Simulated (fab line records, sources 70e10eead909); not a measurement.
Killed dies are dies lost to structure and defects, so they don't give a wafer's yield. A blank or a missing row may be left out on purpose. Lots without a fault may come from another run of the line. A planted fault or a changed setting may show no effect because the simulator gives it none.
Which tool did it? | flow nand_harc | 12 lots, 36 wafers sampled, at 5 steps of a route of 1159

WHAT THE GAUGES READ, wafer by wafer
NHARC_THIN_TSV_CD_MEAS_12: target cd 1000 nm. Usual: cd_nm 1000.6 nm, standard deviation 1.9.
lot  | measured     | on        | cd_nm (nm)           | flag
L564 | day 19 00:10 | cd_sem-02 | 998.6 1001.5 1002.5  |
L566 | day 19 05:47 | cd_sem-02 | 1001.9 1000.8 1001.3 |
L567 | day 19 07:05 | cd_sem-01 | 998.6 999.6 999.4    |
L568 | day 19 08:17 | cd_sem-03 | 1000.2 997.6 999.5   |
L576 | day 21 17:26 | cd_sem-02 | 1001.9 999.0 1000.4  |
L578 | day 21 19:44 | cd_sem-01 | 999.5 998.0 996.4    |
L581 | day 22 23:58 | cd_sem-01 | 998.3 1001.7 997.2   |
L583 | day 23 01:17 | cd_sem-03 | 1000.2 1003.2 998.9  |
L582 | day 23 02:32 | cd_sem-02 | 999.0 1001.7 1006.0  |
L586 | day 23 22:45 | cd_sem-02 | 1001.6 1001.6 998.8  |
L585 | day 24 08:39 | cd_sem-02 | 1000.3 1000.4 1000.0 |
L587 | day 25 09:56 | cd_sem-03 | 999.9 1001.0 1003.5  |

NHARC_THIN_TSV_CD_MEAS_33: target cd 5000 nm. Usual: cd_nm 4999.9 nm, standard deviation 1.3.
lot  | measured     | on        | cd_nm (nm)           | flag
L564 | day 19 06:05 | cd_sem-02 | 4998.4 4999.2 4999.0 |
L566 | day 19 11:41 | cd_sem-02 | 4997.9 5000.3 4999.2 |
L567 | day 19 12:53 | cd_sem-02 | 4998.7 5000.8 5000.6 |
L568 | day 19 14:06 | cd_sem-03 | 5001.4 5000.6 4999.5 |
L576 | day 21 23:25 | cd_sem-01 | 4998.2 4999.7 5001.3 |
L578 | day 22 01:38 | cd_sem-03 | 5001.0 4999.9 4999.7 |
L581 | day 23 05:52 | cd_sem-02 | 4997.8 5001.8 4999.1 |
L583 | day 23 07:17 | cd_sem-03 | 4999.6 4998.8 4999.7 |
L582 | day 23 08:35 | cd_sem-03 | 5001.7 5001.5 5000.8 |
L586 | day 24 04:47 | cd_sem-03 | 5000.2 4999.1 5000.5 |
L585 | day 24 14:32 | cd_sem-03 | 4998.9 4999.4 5000.7 |
L587 | day 25 16:02 | cd_sem-02 | 4997.5 4997.2 4999.1 |

NHARC_END_WLT_00. Usual: VT_DECK1_BOTTOM 0.868, standard deviation 0.008; VT_DECK1_BOTTOM_INNER 0.868, standard deviation 0.0082; VT_DECK1_MEDIAN_NEAR_BOTTOM 0.869, standard deviation 0.008; VT_DECK1_MEDIAN_NEAR_BOTTOM_INNER 0.870, standard deviation 0.0078; VT_DECK1_MIDDLE 0.881, standard deviation 0.0077; VT_DECK1_MIDDLE_INNER 0.880, standard deviation 0.0078; VT_DECK1_TOP 0.893, standard deviation 0.0083; VT_DECK1_TOP_INNER 0.892, standard deviation 0.0079.
lot  | measured     | on        | VT_DECK1_BOTTOM   | VT_DECK1_BOTTOM_INNER | VT_DECK1_MEDIAN_NEAR_BOTTOM | VT_DECK1_MEDIAN_NEAR_BOTTOM_INNER | VT_DECK1_MIDDLE   | VT_DECK1_MIDDLE_INNER | VT_DECK1_TOP      | VT_DECK1_TOP_INNER | flag
L564 | day 19 09:35 | prober-01 | 0.865 0.875 0.877 | 0.866 0.874 0.880     | 0.868 0.875 0.877           | 0.867 0.876 0.883                 | 0.881 0.880 0.875 | 0.882 0.890 0.881     | 0.894 0.896 0.892 | 0.900 0.898 0.890  |
L566 | day 19 20:07 | prober-02 | 0.877 0.878 0.882 | 0.886 0.878 0.882     | 0.875 0.886 0.884           | 0.874 0.878 0.886                 | 0.894 0.898 0.894 | 0.904 0.895 0.891     | 0.907 0.904 0.909 | 0.914 0.900 0.908  |
L576 | day 22 07:03 | prober-02 | 0.865 0.862 0.861 | 0.859 0.860 0.863     | 0.855 0.863 0.863           | 0.858 0.865 0.857                 | 0.873 0.878 0.871 | 0.866 0.870 0.866     | 0.880 0.885 0.879 | 0.878 0.876 0.884  |
L578 | day 22 14:52 | prober-01 | 0.877 0.877 0.871 | 0.878 0.880 0.884     | 0.875 0.879 0.872           | 0.881 0.886 0.872                 | 0.891 0.885 0.879 | 0.880 0.889 0.883     | 0.902 0.892 0.900 | 0.899 0.894 0.903  |
L581 | day 23 11:48 | prober-01 | 0.871 0.870 0.870 | 0.881 0.864 0.874     | 0.880 0.869 0.875           | 0.870 0.869 0.865                 | 0.887 0.883 0.883 | 0.889 0.888 0.882     | 0.895 0.903 0.891 | 0.892 0.896 0.892  |
L583 | day 23 12:19 | prober-02 | 0.860 0.859 0.863 | 0.863 0.858 0.868     | 0.870 0.867 0.867           | 0.860 0.858 0.863                 | 0.881 0.878 0.874 | 0.874 0.873 0.882     | 0.889 0.878 0.887 | 0.893 0.891 0.888  |
L582 | day 23 19:32 | prober-02 | 0.865 0.876 0.863 | 0.870 0.874 0.863     | 0.866 0.867 0.863           | 0.878 0.878 0.870                 | 0.882 0.877 0.884 | 0.882 0.880 0.876     | 0.893 0.888 0.888 | 0.884 0.888 0.888  |
L586 | day 24 09:17 | prober-02 | 0.863 0.872 0.859 | 0.866 0.863 0.867     | 0.862 0.873 0.864           | 0.860 0.865 0.874                 | 0.881 0.877 0.875 | 0.879 0.876 0.873     | 0.895 0.890 0.895 | 0.893 0.888 0.891  |
L585 | day 24 20:46 | prober-02 | 0.867 0.876 0.866 | 0.874 0.873 0.866     | 0.879 0.885 0.865           | 0.882 0.872 0.872                 | 0.881 0.879 0.887 | 0.894 0.879 0.882     | 0.895 0.900 0.896 | 0.898 0.893 0.894  |
L587 | day 25 22:01 | prober-02 | 0.871 0.869 0.881 | 0.879 0.874 0.878     | 0.878 0.871 0.883           | 0.869 0.872 0.881                 | 0.891 0.884 0.891 | 0.883 0.883 0.890     | 0.895 0.907 0.903 | 0.910 0.900 0.898  |

NHARC_END_SORT_01. Usual: defect_limited_yield 95.6 %, standard deviation 1.4; killed_at_array 26, standard deviation 9; killed_at_other 0.8, standard deviation 1.2; killed_at_periphery 3.2, standard deviation 2.3; killed_dies 30, standard deviation 9.1; killed_open 3.5, standard deviation 2; killed_short 1.8, standard deviation 1.4; sort_bin_2_pct 1.4 %, standard deviation 0.59; sort_bin_3_pct 0.25 %, standard deviation 0.22; sort_bin_4_pct 2.8 %, standard deviation 0.91; sort_n_pass 647, standard deviation 9.1; sort_rim_yield_pct 95.4 %, standard deviation 3; sort_yield_pct 95.6 %, standard deviation 1.4.
lot  | measured     | on        | defect_limited_yield (%) | killed_at_array | killed_at_other | killed_at_periphery | killed_dies | killed_open | killed_short | sort_bin_2_pct (%) | sort_bin_3_pct (%) | sort_bin_4_pct (%) | sort_n_pass | sort_rim_yield_pct (%) | sort_yield_pct (%) | flag
L564 | day 19 12:31 | prober-01 | 95.3 95.7 95.4           | 26 23 25        | 0 2 3           | 6 4 3               | 32 29 31    | 7 11 7      | 4 2 2        | 1.3 1.5 1.5        | 0.30 0 0           | 3.1 2.8 3.1        | 645 648 646 | 93.4 94.3 95.3         | 95.3 95.7 95.4     |
L566 | day 19 23:23 | prober-02 | 95.9 95.4 96.2           | 25 27 23        | 2 2 0           | 1 2 3               | 28 31 26    | 2 3 6       | 0 0 2        | 1.2 1.6 1.3        | 0.30 0.15 0.30     | 2.7 2.8 2.2        | 649 646 651 | 98.1 97.2 98.1         | 95.9 95.4 96.2     |
L567 | day 19 23:25 | prober-01 | 0 0 0                    | 25 20 17        | 649 654 658     | 3 3 2               | 677 677 677 | 3 6 1       | 2 3 1        | 97.0 97.8 97.6     | 0.15 0.15 0        | 2.8 2.1 2.4        | 0 0 0       | 0 0 0                  | 0 0 0              | OFF
L568 | day 20 06:20 | prober-02 | 0 0 0                    | 27 19 20        | 648 658 652     | 2 0 5               | 677 677 677 | 7 5 11      | 1 4 2        | 96.6 98.1 97.6     | 0 0.30 0.30        | 3.4 1.6 2.1        | 0 0 0       | 0 0 0                  | 0 0 0              | OFF
L576 | day 22 10:04 | prober-02 | 96.0 96.6 96.6           | 22 21 20        | 1 0 0           | 4 2 3               | 27 23 23    | 3 2 3       | 4 0 2        | 0.9 1.6 1.3        | 0.15 0 0           | 3.0 1.8 2.1        | 650 654 654 | 93.4 92.5 92.5         | 96.0 96.6 96.6     |
L578 | day 22 17:58 | prober-01 | 93.4 94.1 93.5           | 42 38 42        | 1 0 0           | 2 2 2               | 45 40 44    | 4 2 5       | 2 4 1        | 1.9 1.6 1.5        | 1.03 0.74 0.30     | 3.7 3.5 4.7        | 632 637 633 | 95.3 96.2 96.2         | 93.4 94.1 93.5     |
L581 | day 23 14:46 | prober-01 | 95.4 94.7 93.9           | 28 35 35        | 0 0 1           | 3 1 5               | 31 36 41    | 4 2 5       | 1 1 0        | 1.9 1.2 2.1        | 0 0.15 0.44        | 2.7 4.0 3.5        | 646 641 636 | 96.2 98.1 99.1         | 95.4 94.7 93.9     |
L583 | day 23 15:35 | prober-02 | 94.1 91.4 93.8           | 35 52 38        | 1 0 1           | 4 6 3               | 40 58 42    | 1 9 0       | 2 2 3        | 2.4 3.2 2.7        | 0 0.59 0.15        | 3.5 4.7 3.4        | 637 619 635 | 92.5 92.5 95.3         | 94.1 91.4 93.8     |
L582 | day 23 22:32 | prober-02 | 93.1 94.8 95.1           | 31 29 28        | 0 0 0           | 16 6 5              | 47 35 33    | 5 4 6       | 1 2 0        | 1.9 1.8 1.5        | 0 0 0.30           | 5.0 3.4 3.1        | 630 642 644 | 94.3 98.1 93.4         | 93.1 94.8 95.1     |
L586 | day 24 12:17 | prober-02 | 96.2 96.0 95.6           | 21 22 25        | 0 0 0           | 5 5 5               | 26 27 30    | 3 2 7       | 1 6 3        | 1.2 1.6 1.3        | 0.44 0 0.15        | 2.2 2.4 3.0        | 651 650 647 | 95.3 94.3 93.4         | 96.2 96.0 95.6     |
L585 | day 24 23:45 | prober-02 | 94.4 96.2 94.8           | 35 24 34        | 1 0 0           | 2 2 1               | 38 26 35    | 2 3 3       | 1 0 1        | 2.2 1.0 1.0        | 0.30 0 0.15        | 3.1 2.8 4.0        | 639 651 642 | 83.0 93.4 88.7         | 94.4 96.2 94.8     |
L587 | day 26 01:17 | prober-02 | 93.2 93.1 94.4           | 42 36 35        | 1 2 1           | 3 9 2               | 46 47 38    | 3 6 5       | 3 2 1        | 1.8 2.8 1.5        | 0.74 0 0.44        | 4.3 4.1 3.7        | 631 630 639 | 88.7 87.7 87.7         | 93.2 93.1 94.4     |

WHICH TOOL RAN EACH LOT (tool, then ch and the chambers of the sampled wafers, then the start)
lot  | NHARC_THIN_TSV_ETCH_36
L564 | rie_metal-03 ch 0,1, day 19 06:38
L566 | rie_metal-01 ch 0,1, day 19 12:15
L567 | rie_metal-02 ch 0,1, day 19 13:26
L568 | rie_metal-03 ch 0,1, day 19 14:39
L576 | rie_metal-02 ch 1, day 21 23:58
L578 | rie_metal-02 ch 0,1, day 22 02:12
L581 | rie_metal-01 ch 0,1, day 23 06:25
L583 | rie_metal-01 ch 0,1, day 23 07:50
L582 | rie_metal-03 ch 0,1, day 23 09:08
L586 | rie_metal-03 ch 0,1, day 24 05:20
L585 | rie_metal-01 ch 0,1, day 24 15:05
L587 | rie_metal-02 ch 0, day 25 16:37
- NHARC_THIN_TSV_ETCH_36: etches the open film in Cl2/BCl3, target depth 65 nm, time 18.571 s.

WHAT THE TOOLS THEMSELVES READ (means of the sampled wafers that have a number; where no wafer has one, the mark that the record gives instead)
NHARC_THIN_TSV_ETCH_36. Usual: chamber_pressure_mTorr 10.000 mTorr, standard deviation 0.0085; drypump_motor_current_A 5.7 A, standard deviation 0.36; oes_product_au 1.000 a.u., standard deviation 0.0094.
lot  | tool         | chamber_pressure_mTorr (mTorr) | drypump_motor_current_A (A) | oes_product_au (a.u.) | flag
L564 | rie_metal-03 | 9.995                          | 6.1                         | 0.999                 |
L566 | rie_metal-01 | 9.996                          | 5.5                         | 0.996                 |
L567 | rie_metal-02 | -                              | -                           | -                     | OFF
L568 | rie_metal-03 | -                              | -                           | -                     | OFF
L576 | rie_metal-02 | 10.004                         | 5.6                         | 1.007                 |
L578 | rie_metal-02 | 9.996                          | 5.5                         | 1.005                 |
L581 | rie_metal-01 | 10.004                         | 5.6                         | 0.991                 |
L583 | rie_metal-01 | 10.009                         | 5.6                         | 0.999                 |
L582 | rie_metal-03 | 10.002                         | 6.2                         | 1.001                 |
L586 | rie_metal-03 | 9.993                          | 6.1                         | 1.000                 |
L585 | rie_metal-01 | 10.001                         | 5.6                         | 0.992                 |
L587 | rie_metal-02 | 10.003                         | 5.3                         | 1.006                 |

THE ANSWER, worked out from the rows above alone
Rule: a lot is off if the mean of its wafers that have a number lies more than 3 standard deviations from the usual mean. A lot without any number at a reading at which 4 lots or more have one is off too. The other lots that the step has rows for count as sound. The gauges are gone through in route order, then the tools' own readings, and for those a lot's mean is taken as printed above. The first step at which some lot is off is used, and at that step the reading that is off furthest; a lot without a number counts as furthest.
Off: L567, L568, at NHARC_END_SORT_01 (killed_at_other).
A tool fits if, at a process step before that reading, it ran every lot that is off, and no sound lot after the first of them. The gauges at NHARC_END_SORT_01 aren't tried: what is off there is off at NHARC_THIN_TSV_ETCH_36 too, on other tools, and a gauge's error can't cause that. None of those tried fits.

WHAT THE SIMULATOR HAD PUT IN
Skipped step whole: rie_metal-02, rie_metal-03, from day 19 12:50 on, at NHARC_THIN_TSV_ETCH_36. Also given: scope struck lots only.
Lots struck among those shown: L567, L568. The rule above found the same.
